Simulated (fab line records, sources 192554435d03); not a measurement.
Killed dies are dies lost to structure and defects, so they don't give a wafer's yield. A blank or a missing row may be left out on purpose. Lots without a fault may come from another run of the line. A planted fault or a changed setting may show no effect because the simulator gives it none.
fab line records | flow n5_finfet
record lots=7 wafers=21
route steps=1938 shown BEOL_M4@1031 BEOL_M5@1115 BEOL_M6@1194
start_h: hours from the record's first day to the start of the lot's first wafer shown | wait_h: hours since the lot's step before | " the same as in the row above | L1.1+2: a row that stands for several wafers | - no value, or no start given | * or withheld: withheld | < > ~ a bound
route shown NAME@n: a module of which the file shows steps, and the number in the route of the first | usual: mean/standard deviation of fault-free wafers | same: alike in all rows | chamber/n: place in a boat | sites: the reading at each site | _std_site: their standard deviation | _edge_site: outer sites' mean less inner sites' | radius_mm: how far each site lies from the wafer's centre | mask NAME#n: copy n | behind: the tool/chamber that last shaped the wafer | hold: why the lot was held/for how many hours/how that ended | device: the transistor (n, p or np) that didn't switch | end of line: the same wafers' tests at the end of the route | a step without rows: its recipe alone | killed: dies lost to structure and defects at the first sort, not the wafer's yield | map: a wafer's dies, x killed, . not, _ none there
set.NAME: the setting as run; set.NAME@STEP: as run at that earlier step | model.NAME: the simulator's own value behind a step, which no gauge read
lots whose settings were changed on purpose; a table a step, a row a wafer
## steps
# step N5_BEOL_M4_EXPOSE_08
# recipe mask_id=M4 na=0.33 source_shape=dipole sigma_inner=0.369 sigma_outer=0.767 polarization=unpolarized dose_mj=41.25
# columns lot.wafer tool chamber start_h wait_h mask set.dose_mj
L074.3+4+6 euv_scanner-01 0 158.52 - M4#0 41.25
L075.3+4+6 euv_scanner-01 0 164.48 - M4#0 41.25
L082.2+3 euv_scanner-01 0 201.24 - M4#0 41.25
L082.5 " 0 " " M4#0 43.61
L083.1+5+6 euv_scanner-02 0 206.14 - M4#0 41.25
L087.3+4+6 euv_scanner-02 0 234.96 - M4#0 41.25
L091.2+6 euv_scanner-02 0 272.11 - M4#0 41.25
L091.4 " 0 " " M4#0 38.83
L092.4+5 euv_scanner-02 0 272.17 - M4#0 41.25
L092.6 " 0 " " M4#0 39.76
# step N5_BEOL_M4_PEB_09
# recipe peb_temp_c=100 peb_time_s=60 resist=CAR-EUV
# step N5_BEOL_M4_DEVELOP_10
# recipe develop_time_s=30 developer=TMAH resist=CAR-EUV rinse_liquid=surfactant_rinse dry=air_spin dev_temp_c=23
# step N5_BEOL_M4_CD_MEAS_11
# recipe target_cd_nm=16.79 landing_energy_ev=500 detector=se_inlens polarity=opening
# usual cd_nm=16.75/0.23
# columns lot.wafer tool chamber start_h wait_h set.dose_mj@BEOL_M4_EXPOSE_08 cd_nm
L074.3 cd_sem-01 0 158.64 - 41.25 16.53
L074.4 " 0 " " 41.25 16.77
L074.6 " 0 " " 41.25 16.95
L075.3 cd_sem-02 0 164.60 - 41.25 17.04
L075.4 " 0 " " 41.25 16.78
L075.6 " 0 " " 41.25 16.52
L082.2 cd_sem-02 0 201.36 - 41.25 16.55
L082.3 " 0 " " 41.25 16.76
L082.5 " 0 " " 43.61 17.37
L083.1 cd_sem-03 0 206.28 - 41.25 16.75
L083.5 " 0 " " 41.25 16.87
L083.6 " 0 " " 41.25 16.57
L087.3 cd_sem-03 0 235.08 - 41.25 16.42
L087.4 " 0 " " 41.25 16.76
L087.6 " 0 " " 41.25 16.86
L091.2 cd_sem-01 0 272.24 - 41.25 16.74
L091.4 " 0 " " 38.83 15.53
L091.6 " 0 " " 41.25 16.78
L092.4 cd_sem-02 0 272.28 - 41.25 16.45
L092.5 " 0 " " 41.25 16.87
L092.6 " 0 " " 39.76 15.95
# step N5_BEOL_M4_DESCUM_16
# recipe chemistry=O2 time_s=7 source_power_w=50 bias_power_w=20 pressure_mtorr=20 rf_frequency_hz=2.712e+07 temp_c=40 resist=CAR-EUV o2_flow_sccm=225
# step N5_BEOL_M4_ETCH_74
# recipe chemistry=N2/H2 target=underlayer target_depth_a=65 mask_material=CAR-EUV time_s=5.2 ion_energy_ev=200 pressure_mtorr=30 source_w=840 bias_w=150 n2_flow_sccm=200 h2_flow_sccm=200 ends=cleared
# columns lot.wafer tool chamber start_h wait_h set.dose_mj@BEOL_M4_EXPOSE_08 model.BEOL_M4.cd_offset_nm
L074.3+4+6 rie_diel-03 2,0,1 158.79 0.0 41.25 0
L075.3+6 rie_diel-05 3,2 164.75 0.0 41.25 -0.2
L075.4 " 2 " " 41.25 -0.4
L082.2 rie_diel-05 0 201.59 0.0 41.25 -0.4
L082.3 " 2 " " 41.25 -0.2
L082.5 " 0 " " 43.61 0.8
L083.1+6 rie_diel-05 2,1 206.45 0.0 41.25 -0.2
L083.5 " 0 " " 41.25 0
L087.3+4+6 rie_diel-03 2,1,2 235.23 0.0 41.25 -0.2
L091.2+6 rie_diel-05 3,1 272.39 0.0 41.25 -0.2
L091.4 " 1 " " 38.83 -1.4
L092.4 rie_diel-04 0 272.45 0.0 41.25 0
L092.5 " 3 " " 41.25 -0.2
L092.6 " 1 " " 39.76 -0.8
# step N5_BEOL_M4_ETCH_63
# recipe chemistry=CF4 target=SiARC target_depth_a=156 mask_material=CAR-EUV time_s=26 ion_energy_ev=80 pressure_mtorr=40 source_w=545 bias_w=36 Ar_flow_sccm=100 cf4_flow_sccm=100 ends=cleared
# columns lot.wafer tool chamber start_h wait_h set.dose_mj@BEOL_M4_EXPOSE_08 model.BEOL_M4.cd_offset_nm
L074.3+4 rie_diel-03 2,0 158.81 0.0 41.25 0
L074.6 " 1 " " 41.25 -0.2
L075.3+4 rie_diel-05 3,2 164.77 0.0 41.25 -0.2
L075.6 " 2 " " 41.25 0
L082.2 rie_diel-05 0 201.61 0.0 41.25 -0.6
L082.3 " 2 " " 41.25 0
L082.5 " 0 " " 43.61 0.6
L083.1+5+6 rie_diel-05 2,0,1 206.47 0.0 41.25 -0.2
L087.3+4+6 rie_diel-03 2,1,2 235.25 0.0 41.25 -0.2
L091.2 rie_diel-05 3 272.41 0.0 41.25 -0.4
L091.4 " 1 " " 38.83 -1.2
L091.6 " 1 " " 41.25 -0.2
L092.4 rie_diel-04 0 272.47 0.0 41.25 0
L092.5 " 3 " " 41.25 -0.2
L092.6 " 1 " " 39.76 -0.6
# step N5_BEOL_M4_ETCH_64
# recipe chemistry=N2/H2 target=SOC target_depth_a=750 overetch_a=225 mask_material=SiARC temp_c=40 time_s=121.9 ion_energy_ev=200 pressure_mtorr=30 source_w=840 bias_w=150 n2_flow_sccm=200 h2_flow_sccm=200
# usual rf_vpp_V=523.7/2.6
# columns lot.wafer tool chamber start_h wait_h set.bias_w rf_vpp_V model.SiARC_of_BEOL_M4_COAT_62.thk_nm
L074.3 rie_diel-03 2 158.84 0.0 150 525.9 6.4
L074.4 " 0 " " 158.8 543.8 6
L074.6 " 1 " " 150 523.3 6
L075.3 rie_diel-05 3 164.80 0.0 128.8 477.2 7.6
L075.4 " 2 " " 150 519.4 6.4
L075.6 " 2 " " 128.8 472.3 7.4
L082.2 rie_diel-05 0 201.64 0.0 150 519.5 6.4
L082.3 " 2 " " 142.5 502.9 6.8
L082.5 " 0 " " 150 520.4 6.6
L083.1 rie_diel-05 2 206.49 0.0 150 520.3 6.4
L083.5 " 0 " " 150 521.6 6.6
L083.6 " 1 " " 150 523.5 6.6
L087.3 rie_diel-03 2 235.28 0.0 176.8 583.6 5.4
L087.4 " 1 " " 176.8 577.9 4.8
L087.6 " 2 " " 150 525.1 6.6
L091.2 rie_diel-05 2 272.44 0.0 131.9 488.2 7.2
L091.4 " 0 " " 131.9 487.9 7.2
L091.6 " 2 " " 131.9 487.1 7.2
L092.4 rie_diel-04 0 272.54 0.1 150 526.3 6.6
L092.5 " 3 " " 150 519.9 6.2
L092.6 " 1 " " 128.6 476.8 7.4
# step N5_BEOL_M5_PECVD_70
# recipe material=SiO2 target_thk_a=160 temp_c=400 precursor=TEOS/O2 pressure_torr=5.5 rf_w=450 teos_flow_sccm=53.8 gas=O2 flow_sccm=3000 time_s=18
# columns lot.wafer tool chamber start_h wait_h set.temp_c model.SiO2_of_BEOL_M5_PECVD_70.thk_nm
L074.3 pecvd-04 1 169.81 0.0 406.2 15.2
L074.4 " 2 " " 400 16.6
L074.6 " 0 " " 400 16
L075.3+6 pecvd-04 0,1 172.62 0.0 400 16
L075.4 " 2 " " 384.1 18
L082.2+3 pecvd-02 1,2 213.63 0.0 400 16
L082.5 " 0 " " 400 16.2
L083.1 pecvd-02 2 215.48 0.0 400 16
L083.5 " 1 " " 400 16.2
L083.6 " 2 " " 400 16.4
L087.3 pecvd-04 0 243.61 0.0 394.5 16
L087.4 " 0 " " 400 15.4
L087.6 " 2 " " 400 15.8
L091.2 pecvd-02 2 280.81 0.0 400 16.2
L091.4 " 0 " " 400 16.6
L091.6 " 1 " " 400 16.4
L092.4 pecvd-03 0 283.79 0.1 400 16
L092.5 " 2 " " 405.8 15
L092.6 " 1 " " 405.8 15.4
# step N5_BEOL_M5_HM_DEP_02
# recipe material=TiN target_thk_a=200 temp_c=25 chamber_pressure_pa=0.49996
# columns lot.wafer tool chamber start_h wait_h set.target_thk_a model.TiN_of_BEOL_M5_HM_DEP_02.thk_nm
L074.3+6 pvd_sputter-02 - 170.96 1.1 200 20.2
L074.4 " - " " 200 20
L075.3 pvd_sputter-01 - 173.19 0.6 200 19.8
L075.4 " - " " 200 20
L075.6 " - " " 200 20.2
L082.2+3 pvd_sputter-03 - 213.72 0.1 200 20.2
L082.5 " - " " 211.3 21
L083.1+5 pvd_sputter-01 - 217.08 1.6 200 20.4
L083.6 " - " " 200 20.2
L087.3+6 pvd_sputter-01 - 246.58 3.0 200 19.8
L087.4 " - " " 200 20.2
L091.2 pvd_sputter-02 - 282.39 1.6 211.3 21
L091.4 " - " " 200 19.8
L091.6 " - " " 200 19.6
L092.4 pvd_sputter-03 - 283.83 0.0 200 20
L092.5 " - " " 223 22.4
L092.6 " - " " 200 20.2
# step N5_BEOL_M5_COAT_59
# recipe resist=SOC temp_c=250 time_s=60 spin_rpm=1500 resist_thk_nm=60
# step N5_BEOL_M5_COAT_60
# recipe resist=SiARC temp_c=220 time_s=60 spin_rpm=1500 resist_thk_nm=12
# step N5_BEOL_M5_STRIP_73
# recipe chemistry=N2/H2 temp_c=40 n2_flow_sccm=200 h2_flow_sccm=200 rf_frequency_hz=6e+07
# step N5_BEOL_M5_STRIP_64
# recipe chemistry=CF4 resist=SiARC power_w=300 bias_power_w=75 pressure_mtorr=50 cf4_flow_sccm=150 rf_frequency_hz=6e+07
# step N5_BEOL_M5_HM_OPEN_17
# recipe chemistry=Cl2/BCl3 target_depth_a=200 overetch_a=60 target=TiN mask_material=SOC ion_energy_ev=150 pressure_mtorr=10 icp_w=1000 bias_w=126 Cl2_flow_sccm=53.25 bcl3_flow_sccm=21.75 Ar_flow_sccm=25
# columns lot.wafer tool chamber start_h wait_h set.target_thk_a@BEOL_M5_HM_DEP_02 model.etch.depth_nm
L074.3 rie_metal-03 1 171.79 0.1 200 20.19
L074.4 " 1 " " 200 20.06
L074.6 " 1 " " 200 20.17
L075.3 rie_metal-01 1 173.98 0.1 200 19.87
L075.4 " 0 " " 200 20.09
L075.6 " 0 " " 200 20.2
L082.2+3 rie_metal-03 0 214.52 0.1 200 20.29
L082.5 " 0 " " 211.3 21.08
L083.1 rie_metal-01 1 217.92 0.0 200 20.35
L083.5 " 1 " " 200 20.47
L083.6 " 0 " " 200 20.29
L087.3 rie_metal-02 0 247.64 0.1 200 19.81
L087.4 " 0 " " 200 20.23
L087.6 " 0 " " 200 19.87
L091.2 rie_metal-01 1 283.28 0.0 211.3 20.98
L091.4 " 0 " " 200 19.86
L091.6 " 0 " " 200 19.55
L092.4 rie_metal-03 1 284.62 0.1 200 20.1
L092.5 " 1 " " 223 22.34
L092.6 " 0 " " 200 20.16
# step N5_BEOL_M5_STRIP_19
# recipe chemistry=O2 power_w=400 temp_c=40 pressure_mtorr=30 rf_frequency_hz=6e+07 bias_power_w=0 overash_fraction=0.2 o2_flow_sccm=225
# step N5_BEOL_M5_STRIP_85
# recipe chemistry=C4F6/O2 resist=SiARC rf_frequency_hz=6e+07
# step N5_BEOL_M5_STRIP_36
# recipe chemistry=N2/H2 power_w=450 temp_c=40 pressure_mtorr=20 rf_frequency_hz=6e+07 overash_fraction=0.3 bias_power_w=7 h2_frac=0.5 n2_flow_sccm=200 h2_flow_sccm=200
# step N5_BEOL_M5_TRENCH_ETCH_37
# recipe chemistry=C4F6/O2 target_depth_a=716.52 target=SiCOH_lowk time_s=24.7 ion_energy_ev=250 pressure_mtorr=30 source_w=345 bias_w=185 Ar_flow_sccm=300 C4F6_flow_sccm=10 O2_flow_sccm=10
# columns lot.wafer tool chamber start_h wait_h set.target_thk_a@BEOL_M5_HM_DEP_02 model.TiN_of_BEOL_M5_HM_DEP_02.thk_nm
L074.3+4+6 rie_diel-02 1,3,0 - - 200 18
L075.3 rie_diel-01 2 - - 200 17.8
L075.4 " 3 " " 200 18
L075.6 " 0 " " 200 18.2
L082.2+3 rie_diel-06 2,1 - - 200 18.2
L082.5 " 3 " " 211.3 19
L083.1+6 rie_diel-01 2,3 - - 200 18.2
L083.5 " 2 " " 200 18.4
L087.3 rie_diel-02 2 - - 200 17.6
L087.4 " 3 " " 200 18.2
L087.6 " 1 " " 200 17.8
L092.4+6 rie_diel-02 3,0 - - 200 18
L092.5 " 1 " " 223 20.2
L091.2 rie_diel-06 0 - - 211.3 18.8
L091.4 " 3 " " 200 17.8
L091.6 " 2 " " 200 17.4
# step N5_BEOL_M5_ETCH_41
# recipe chemistry=CH3F/O2 target=SiCN target_depth_a=315 taper_deg=2 time_s=56.7 ion_energy_ev=120 mask_material=TiN pressure_mtorr=30 source_w=395 bias_w=75 Ar_flow_sccm=150 CH3F_flow_sccm=30 O2_flow_sccm=20
# step N5_BEOL_M5_STRIP_91
# recipe chemistry=N2/H2 time_s=10 power_w=450 temp_c=40 pressure_mtorr=20 rf_frequency_hz=6e+07 bias_power_w=7 n2_flow_sccm=200 h2_flow_sccm=200
# step N5_BEOL_M5_HM_STRIP_39
# recipe chemistry=peroxide_tin_strip material=TiN target_depth_a=250 temp_c=50 time_s=158
# columns lot.wafer tool chamber start_h wait_h set.temp_c@BEOL_M5_PECVD_70 model.SiO2_of_BEOL_M5_PECVD_70.thk_nm
L074.3 wet_bench-01 0 172.93 0.0 406.2 15.2
L074.4 " 5 " " 400 16.4
L074.6 " 4 " " 400 16
L075.3 wet_bench-01 7 176.03 0.0 400 15.8
L075.4 " 1 " " 384.1 17.8
L075.6 " 0 " " 400 16
L082.2 wet_bench-06 5 216.53 0.0 400 15.8
L082.3+5 " 7,1 " " 400 16
L083.1 wet_bench-01 5 220.96 0.0 400 15.8
L083.5 " 3 " " 400 16
L083.6 " 0 " " 400 16.2
L087.3 wet_bench-06 0 254.08 0.0 394.5 15.8
L087.4 " 4 " " 400 15.2
L087.6 " 3 " " 400 15.6
L092.4 wet_bench-02 3 286.24 0.0 400 16
L092.5 " 1 " " 405.8 14.8
L092.6 " 2 " " 405.8 15.2
L091.2 wet_bench-01 2 286.45 0.0 400 16.2
L091.4+6 " 1,0 " " 400 16.4
# step N5_BEOL_M6_ILD_DEP_00
# recipe material=SiCOH_lowk target_thk_a=1797.5 temp_c=300 precursor=DEMS/porogen pressure_torr=5 rf_w=500 time_s=33.4
# columns lot.wafer tool chamber start_h wait_h set.time_s model.SiCOH_lowk_of_BEOL_M6_ILD_DEP_00.thk_nm
L074.3 pecvd-01 2 180.30 0.0 33.4 176.6
L074.4 " 0 " " 33.4 180
L074.6 " 2 " " 33.4 181.2
L075.3 pecvd-01 1 183.19 0.0 31.95 169.6
L075.4 " 2 " " 31.95 174
L075.6 " 0 " " 33.4 180.2
L082.2 pecvd-01 0 223.62 0.0 33.4 179.6
L082.3 " 1 " " 33.4 180.2
L082.5 " 2 " " 33.4 180.4
L083.1 pecvd-01 1 229.31 0.0 33.4 176.4
L083.5 " 0 " " 33.4 182
L083.6 " 2 " " 33.4 183.8
L087.3 pecvd-01 2 260.71 0.0 28.68 155.8
L087.4 " 0 " " 33.4 183.6
L087.6 " 1 " " 28.68 156.6
L092.4 pecvd-01 2 293.53 0.1 33.4 183.8
L092.5 " 1 " " 37.25 203.6
L092.6 " 0 " " 37.25 204
L091.2 pecvd-01 1 294.16 0.0 33.4 179.4
L091.4 " 1 " " 35.66 194
L091.6 " 2 " " 33.4 182
# step N5_BEOL_M6_CURE_74
# recipe temp_c=385 time_s=240 ambient=He/Ar material=SiCOH_lowk
# columns lot.wafer tool chamber start_h wait_h set.time_s@BEOL_M6_ILD_DEP_00 model.SiCOH_lowk_of_BEOL_M6_ILD_DEP_00.thk_nm
L074.3 uv_cure-03 0 180.52 0.2 33.4 152.2
L074.4 " 0 " " 33.4 155.2
L074.6 " 0 " " 33.4 156.4
L075.3 uv_cure-03 0 183.41 0.2 31.95 146
L075.4 " 0 " " 31.95 150
L075.6 " 0 " " 33.4 155.4
L082.2 uv_cure-03 2 223.77 0.1 33.4 155
L082.3 " 2 " " 33.4 155.4
L082.5 " 2 " " 33.4 155.6
L083.1 uv_cure-02 0 229.38 0.1 33.4 152.2
L083.5 " 0 " " 33.4 157
L083.6 " 0 " " 33.4 158.4
L087.3 uv_cure-03 0 260.94 0.2 28.68 134.2
L087.4 " 0 " " 33.4 158.4
L087.6 " 0 " " 28.68 135
L092.4 uv_cure-03 0 293.82 0.3 33.4 158.6
L092.5 " 0 " " 37.25 175.8
L092.6 " 0 " " 37.25 176.2
L091.2 uv_cure-02 0 294.31 0.1 33.4 154.8
L091.4 " 0 " " 35.66 167.4
L091.6 " 0 " " 33.4 156.8
# step N5_BEOL_M6_THK_MEAS_01
# recipe reads=SiCOH_lowk_of_BEOL_M6_ILD_DEP_00
# usual M6_ILD_THK=155.6/2
# columns lot.wafer tool chamber start_h wait_h set.time_s@BEOL_M6_ILD_DEP_00 M6_ILD_THK[nm]
L074.3 film_metro-01 - 180.88 0.3 33.4 152.2
L074.4 " - " " 33.4 155.2
L074.6 " - " " 33.4 156.3
L075.3 film_metro-02 - 183.77 0.3 31.95 146.2
L075.4 " - " " 31.95 149.9
L075.6 " - " " 33.4 155.2
L082.2 film_metro-02 - 224.20 0.4 33.4 155.0
L082.3 " - " " 33.4 155.5
L082.5 " - " " 33.4 155.5
L083.1 film_metro-02 - 229.90 0.4 33.4 152.1
L083.5 " - " " 33.4 157.2
L083.6 " - " " 33.4 158.5
L087.3 film_metro-02 - 261.30 0.3 28.68 134.2
L087.4 " - " " 33.4 158.5
L087.6 " - " " 28.68 134.9
L092.4 film_metro-02 - 294.09 0.2 33.4 158.4
L092.5 " - " " 37.25 175.6
L092.6 " - " " 37.25 176.2
L091.2 film_metro-01 - 294.74 0.4 33.4 154.8
L091.4 " - " " 35.66 167.4
L091.6 " - " " 33.4 156.8
## key
split step=N5_BEOL_M4_EXPOSE_08 setting=dose_mj stated=41.25 by=wafer
response step=N5_BEOL_M4_CD_MEAS_11 reading=cd_nm change=+0.174 per=1% r=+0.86
response step=N5_BEOL_M4_ETCH_74 reading=model.BEOL_M4.cd_offset_nm change=+0.198 per=1% r=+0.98
response step=N5_BEOL_M4_ETCH_63 reading=model.BEOL_M4.cd_offset_nm change=+0.153 per=1% r=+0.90
split step=N5_BEOL_M4_ETCH_64 setting=bias_w stated=150 by=wafer
response step=N5_BEOL_M4_ETCH_64 reading=rf_vpp_V change=+3.17 per=1% r=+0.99
response step=N5_BEOL_M4_ETCH_64 reading=model.SiARC_of_BEOL_M4_COAT_62.thk_nm change=-0.0758 per=1% r=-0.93
split step=N5_BEOL_M5_PECVD_70 setting=temp_c stated=400 by=wafer
response step=N5_BEOL_M5_PECVD_70 reading=model.SiO2_of_BEOL_M5_PECVD_70.thk_nm change=-0.512 per=1% r=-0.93
response step=N5_BEOL_M5_HM_STRIP_39 reading=model.SiO2_of_BEOL_M5_PECVD_70.thk_nm change=-0.5 per=1% r=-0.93
split step=N5_BEOL_M5_HM_DEP_02 setting=target_thk_a stated=200 by=wafer
response step=N5_BEOL_M5_HM_DEP_02 reading=model.TiN_of_BEOL_M5_HM_DEP_02.thk_nm change=+0.195 per=1% r=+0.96
response step=N5_BEOL_M5_HM_OPEN_17 reading=model.etch.depth_nm change=+0.189 per=1% r=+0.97
response step=N5_BEOL_M5_TRENCH_ETCH_37 reading=model.TiN_of_BEOL_M5_HM_DEP_02.thk_nm change=+0.187 per=1% r=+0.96
split step=N5_BEOL_M6_ILD_DEP_00 setting=time_s stated=33.4 by=wafer
response step=N5_BEOL_M6_ILD_DEP_00 reading=model.SiCOH_lowk_of_BEOL_M6_ILD_DEP_00.thk_nm change=+1.87 per=1% r=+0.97
response step=N5_BEOL_M6_CURE_74 reading=model.SiCOH_lowk_of_BEOL_M6_ILD_DEP_00.thk_nm change=+1.63 per=1% r=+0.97
response step=N5_BEOL_M6_THK_MEAS_01 reading=M6_ILD_THK change=+1.63 per=1% r=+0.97
